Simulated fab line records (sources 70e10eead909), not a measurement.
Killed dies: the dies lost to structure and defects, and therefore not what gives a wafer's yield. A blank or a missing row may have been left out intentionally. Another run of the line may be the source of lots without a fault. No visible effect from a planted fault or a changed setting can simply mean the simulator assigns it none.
Which tool is to blame? | flow nand harc | 24 lots with 72 wafers sampled at 4 steps, on a route of 1159 steps

WHAT THE GAUGES READ, wafer by wafer
NHARC_A_BONDPAD_THK_MEAS_30: measures by ellipsometry. Usual: thk nm 200.3 nm, standard deviation 1.3.
lot  | measured     | on            | thk nm (nm)       | flag
L074 | day 17 18:42 | film metro-01 | 200.2 201.5 201.7 |
L077 | day 18 00:34 | film metro-01 | 198.4 200.4 197.8 |
L076 | day 18 01:46 | film metro-02 | 200.3 201.9 200.1 |
L075 | day 18 02:59 | film metro-01 | 198.4 200.9 197.4 |
L078 | day 18 06:26 | film metro-02 | 199.2 201.7 200.7 |
L079 | day 18 21:43 | film metro-01 | 200.3 199.6 198.8 |
L080 | day 19 00:52 | film metro-01 | 199.3 199.2 199.4 |
L081 | day 19 09:24 | film metro-02 | 200.1 201.6 198.6 |
L082 | day 19 18:40 | film metro-01 | 200.9 198.8 201.6 |
L083 | day 20 00:09 | film metro-02 | 198.7 197.9 199.7 |
L084 | day 20 00:55 | film metro-02 | 202.9 201.9 200.9 |
L086 | day 20 18:03 | film metro-01 | 200.8 199.5 200.4 |
L087 | day 20 19:04 | film metro-01 | 199.8 200.5 199.2 |
L085 | day 21 11:11 | film metro-01 | 200.1 200.4 202.3 |
L089 | day 21 23:31 | film metro-01 | 200.0 197.7 199.3 |
L088 | day 22 02:38 | film metro-01 | 198.5 199.9 200.8 |
L090 | day 22 14:13 | film metro-01 | 200.6 201.0 201.1 |
L092 | day 22 15:41 | film metro-01 | 200.6 199.8 201.8 |
L091 | day 22 15:57 | film metro-01 | 202.9 200.9 202.2 |
L093 | day 22 20:48 | film metro-02 | 199.0 201.4 198.8 |
L095 | day 23 05:19 | film metro-01 | 200.5 200.6 200.5 |
L094 | day 23 08:31 | film metro-02 | 200.6 200.3 199.1 |
L097 | day 23 09:56 | film metro-01 | 199.8 201.1 199.4 |
L096 | day 23 21:43 | film metro-01 | 201.1 200.1 203.3 |

WHICH TOOL RAN EACH LOT (tool, then ch and the chambers of the sampled wafers, then the start)
lot  | NHARC_A_CONTACT_ETCH_137             | NHARC_A_M1_DESCUM_14               | NHARC_A_M1_ETCH_28
L074 | har cap etch-02 ch 0,1, day 16 22:12 | rie diel-02 ch 0,1,3, day 17 14:42 | rie diel-11 ch 0,2,3, day 17 18:42 or earlier
L077 | har cap etch-03 ch 0,1, day 17 06:24 | rie diel-11 ch 0,2,3, day 17 20:37 | rie diel-11 ch 0,1,2, day 18 00:34 or earlier
L076 | har cap etch-03 ch 0,1, day 17 07:17 | rie diel-11 ch 2,3, day 17 21:50   | rie diel-03 ch 1,3, day 18 01:46 or earlier
L075 | har cap etch-01 ch 0,1, day 17 10:38 | rie diel-02 ch 0,1,2, day 17 23:02 | rie diel-11 ch 0,2,3, day 18 02:59 or earlier
L078 | har cap etch-03 ch 0,1, day 17 12:53 | rie diel-03 ch 2,3, day 18 02:26   | rie diel-02 ch 1,3, day 18 06:26 or earlier
L079 | har cap etch-03 ch 0, day 17 21:14   | rie diel-11 ch 0,2, day 18 17:44   | rie diel-03 ch 0,2,3, day 18 21:43 or earlier
L080 | har cap etch-01 ch 0,1, day 17 23:43 | rie diel-11 ch 0,1,3, day 18 20:56 | rie diel-11 ch 0,1,3, day 19 00:52 or earlier
L081 | har cap etch-03 ch 1, day 18 16:21   | rie diel-02 ch 0,1,2, day 19 05:23 | rie diel-03 ch 1,3, day 19 09:24 or earlier
L082 | har cap etch-01 ch 0,1, day 18 23:43 | rie diel-11 ch 1,3, day 19 14:11   | rie diel-11 ch 1,2, day 19 18:40 or earlier
L083 | har cap etch-03 ch 0,1, day 19 03:52 | rie diel-02 ch 0,1, day 19 19:55   | rie diel-11 ch 0,1,3, day 20 00:09 or earlier
L084 | har cap etch-02 ch 0,1, day 19 06:53 | rie diel-03 ch 0,2, day 19 20:59   | rie diel-02 ch 1,2,3, day 20 00:55 or earlier
L086 | har cap etch-01 ch 0,1, day 20 00:17 | rie diel-03 ch 0,1,2, day 20 14:05 | rie diel-11 ch 1,2,3, day 20 18:03 or earlier
L087 | har cap etch-03 ch 0,1, day 20 02:04 | rie diel-03 ch 0,2, day 20 14:46   | rie diel-11 ch 0,2, day 20 19:04 or earlier
L085 | har cap etch-01 ch 0,1, day 20 13:31 | rie diel-02 ch 0,2, day 21 06:59   | rie diel-11 ch 0,1,2, day 21 11:11 or earlier
L089 | har cap etch-02 ch 0,1, day 20 14:44 | rie diel-02 ch 2,3, day 21 19:35   | rie diel-03 ch 0,1,3, day 21 23:31 or earlier
L088 | har cap etch-03 ch 0,1, day 20 18:32 | rie diel-02 ch 0,3, day 21 22:31   | rie diel-03 ch 0,1,3, day 22 02:38 or earlier
L090 | har cap etch-03 ch 0,1, day 20 22:30 | rie diel-02 ch 0,1,2, day 22 09:58 | rie diel-02 ch 1,3, day 22 14:13 or earlier
L092 | har cap etch-02 ch 0,1, day 21 01:35 | rie diel-03 ch 0,1,2, day 22 10:38 | rie diel-02 ch 0,1,3, day 22 15:41 or earlier
L091 | har cap etch-01 ch 0,1, day 21 03:26 | rie diel-03 ch 0,1, day 22 11:02   | rie diel-11 ch 0,1,2, day 22 15:57 or earlier
L093 | har cap etch-02 ch 0,1, day 21 11:59 | rie diel-02 ch 0,1,3, day 22 16:31 | rie diel-02 ch 0,1,3, day 22 20:48 or earlier
L095 | har cap etch-02 ch 0,1, day 22 09:14 | rie diel-11 ch 1,2, day 23 01:04   | rie diel-11 ch 0,2,3, day 23 05:19 or earlier
L094 | har cap etch-02 ch 0,1, day 22 12:02 | rie diel-03 ch 1,2, day 23 04:34   | rie diel-11 ch 2,3, day 23 08:31 or earlier
L097 | har cap etch-03 ch 0,1, day 22 17:49 | rie diel-11 ch 0,2,3, day 23 05:47 | rie diel-03 ch 0,3, day 23 09:56 or earlier
L096 | har cap etch-03 ch 0,1, day 23 01:20 | rie diel-02 ch 0,2,3, day 23 17:47 | rie diel-03 ch 1,2,3, day 23 21:43 or earlier
- NHARC_A_CONTACT_ETCH_137: etches the open film in C4F8/O2/Ar, time 132 s, target depth 1287 nm.
- NHARC_A_M1_DESCUM_14: chemistry O2, time 3 s.
- NHARC_A_M1_ETCH_28: etches the open film in CF4/N2, target depth 30 nm, time 72.99 s.

WHAT THE TOOLS THEMSELVES READ (means of the sampled wafers that have a number; where no wafer has one, the mark that the record gives instead)
NHARC_A_M1_DESCUM_14. Usual: drypump motor current A 6.01 A, standard deviation 0.3; o2 flow sccm 200.1 sccm, standard deviation 0.58; oes product au 0.999 a.u., standard deviation 0.0072; rf vpp V 58.0 V, standard deviation 0.85; showerhead plenum p Torr 1.94 Torr, standard deviation 0.064; throttle valve pct 11.313 %, standard deviation 0.009.
lot  | tool        | drypump motor current A (A) | o2 flow sccm (sccm) | oes product au (a.u.) | rf vpp V (V) | showerhead plenum p Torr (Torr) | throttle valve pct (%) | flag
L074 | rie diel-02 | 6.15                        | 200.0               | 1.003                 | 57.3         | 1.90                            | 11.312                 |
L077 | rie diel-11 | 6.02                        | 199.7               | 0.999                 | 58.0         | 1.96                            | 11.315                 |
L076 | rie diel-11 | 6.01                        | 199.9               | 0.998                 | 58.9         | 1.99                            | 11.314                 |
L075 | rie diel-02 | 5.77                        | 200.5               | 0.998                 | 58.3         | 1.95                            | 11.317                 |
L078 | rie diel-03 | 6.04                        | 200.3               | 0.997                 | 57.7         | 2.02                            | 11.311                 |
L079 | rie diel-11 | 5.96                        | 199.9               | 1.003                 | 57.2         | 1.97                            | 11.306                 |
L080 | rie diel-11 | 6.13                        | 199.9               | 1.003                 | 57.5         | 1.90                            | 11.311                 |
L081 | rie diel-02 | 5.79                        | 200.3               | 0.997                 | 57.6         | 1.95                            | 11.314                 |
L082 | rie diel-11 | 6.20                        | 199.8               | 1.006                 | 57.5         | 1.88                            | 11.311                 |
L083 | rie diel-02 | 5.99                        | 199.5               | 1.007                 | 57.1         | 1.95                            | 11.314                 |
L084 | rie diel-03 | 5.81                        | 199.7               | 0.999                 | 58.4         | 1.92                            | 11.303                 |
L086 | rie diel-03 | 5.95                        | 200.7               | 1.007                 | 58.3         | 1.93                            | 11.308                 |
L087 | rie diel-03 | 5.81                        | 199.8               | 0.997                 | 57.1         | 1.92                            | 11.317                 |
L085 | rie diel-02 | 5.67                        | 200.3               | 1.007                 | 58.6         | 1.92                            | 11.311                 |
L089 | rie diel-02 | 5.86                        | 199.7               | 0.998                 | 58.2         | 1.93                            | 11.306                 |
L088 | rie diel-02 | 6.32                        | 200.2               | 0.997                 | 57.0         | 1.86                            | 11.314                 |
L090 | rie diel-02 | 5.77                        | 200.3               | 0.994                 | 58.9         | 1.95                            | 11.308                 |
L092 | rie diel-03 | 5.95                        | 200.1               | 0.995                 | 57.7         | 1.93                            | 11.309                 |
L091 | rie diel-03 | 5.84                        | 200.2               | 0.995                 | 58.1         | 1.92                            | 11.306                 |
L093 | rie diel-02 | 6.15                        | 200.3               | 0.998                 | 57.8         | 1.90                            | 11.319                 |
L095 | rie diel-11 | 6.00                        | 200.3               | 0.995                 | 58.1         | 1.95                            | 11.305                 |
L094 | rie diel-03 | 6.06                        | 199.8               | 1.004                 | 58.1         | 1.95                            | 11.305                 |
L097 | rie diel-11 | 6.01                        | 200.2               | 0.996                 | 58.2         | 1.96                            | 11.320                 |
L096 | rie diel-02 | 5.96                        | 199.8               | 0.988                 | 57.3         | 1.90                            | 11.317                 |

NHARC_A_M1_ETCH_28. Usual: drypump motor current A 6.03 A, standard deviation 0.24; oes product au 1.000 a.u., standard deviation 0.0063; rf vpp V 314.7 V, standard deviation 1.8; showerhead plenum p Torr 2.66 Torr, standard deviation 0.087; throttle valve pct 19.793 %, standard deviation 0.0096.
lot  | tool        | drypump motor current A (A) | oes product au (a.u.) | rf vpp V (V) | showerhead plenum p Torr (Torr) | throttle valve pct (%) | flag
L074 | rie diel-11 | 6.01                        | 1.004                 | 315.5        | 2.69                            | 19.797                 |
L077 | rie diel-11 | 6.06                        | 1.006                 | 314.0        | 2.62                            | 19.786                 |
L076 | rie diel-03 | 6.11                        | 1.003                 | 316.3        | 2.77                            | 19.805                 |
L075 | rie diel-11 | 6.02                        | 1.005                 | 315.3        | 2.69                            | 19.800                 |
L078 | rie diel-02 | 6.28                        | 1.007                 | 315.0        | 2.65                            | 19.790                 |
L079 | rie diel-03 | 5.94                        | 0.998                 | 315.5        | 2.70                            | 19.787                 |
L080 | rie diel-11 | 6.12                        | 1.007                 | 313.9        | 2.61                            | 19.802                 |
L081 | rie diel-03 | 6.12                        | 1.001                 | 315.1        | 2.72                            | 19.795                 |
L082 | rie diel-11 | 6.03                        | 1.000                 | 315.4        | 2.68                            | 19.795                 |
L083 | rie diel-11 | 6.10                        | 0.997                 | 314.4        | 2.61                            | 19.785                 |
L084 | rie diel-02 | 6.12                        | 1.005                 | 314.0        | 2.65                            | 19.786                 |
L086 | rie diel-11 | 6.06                        | 1.001                 | 314.9        | 2.66                            | 19.797                 |
L087 | rie diel-11 | 5.96                        | 1.000                 | 315.6        | 2.70                            | 19.787                 |
L085 | rie diel-11 | 6.08                        | 1.002                 | 314.2        | 2.62                            | 19.792                 |
L089 | rie diel-03 | 5.96                        | 0.995                 | 316.3        | 2.69                            | 19.790                 |
L088 | rie diel-03 | 5.97                        | 1.004                 | 315.6        | 2.69                            | 19.796                 |
L090 | rie diel-02 | 6.47                        | 1.003                 | 313.2        | 2.59                            | 19.799                 |
L092 | rie diel-02 | 6.17                        | 0.993                 | 314.3        | 2.61                            | 19.791                 |
L091 | rie diel-11 | 6.07                        | 0.997                 | 313.7        | 2.62                            | 19.796                 |
L093 | rie diel-02 | 6.15                        | 1.004                 | 314.0        | 2.61                            | 19.793                 |
L095 | rie diel-11 | 6.03                        | 0.996                 | 314.5        | 2.68                            | 19.788                 |
L094 | rie diel-11 | 5.95                        | 0.998                 | 316.8        | 2.73                            | 19.801                 |
L097 | rie diel-03 | 5.83                        | 1.001                 | 315.4        | 2.67                            | 19.788                 |
L096 | rie diel-03 | 6.08                        | 0.992                 | 315.3        | 2.72                            | 19.796                 |

THE ANSWER, worked out from the rows above alone
Rule: a lot counts as off when the mean over its wafers that have a number is more than 3 standard deviations away from the usual mean. Also off: a lot with no number at a reading for which 4 or more lots have one. The other lots that the step has rows for count as sound. After the gauges, taken in route order, come the tools' own readings; for these a lot's mean is taken, as printed above. The first step at which some lot is off is used, and at that step the reading that is off furthest; a lot without a number counts as furthest.
No lot is off on any of the readings shown, so nothing can be concluded from this.

WHAT THE SIMULATOR PUT IN
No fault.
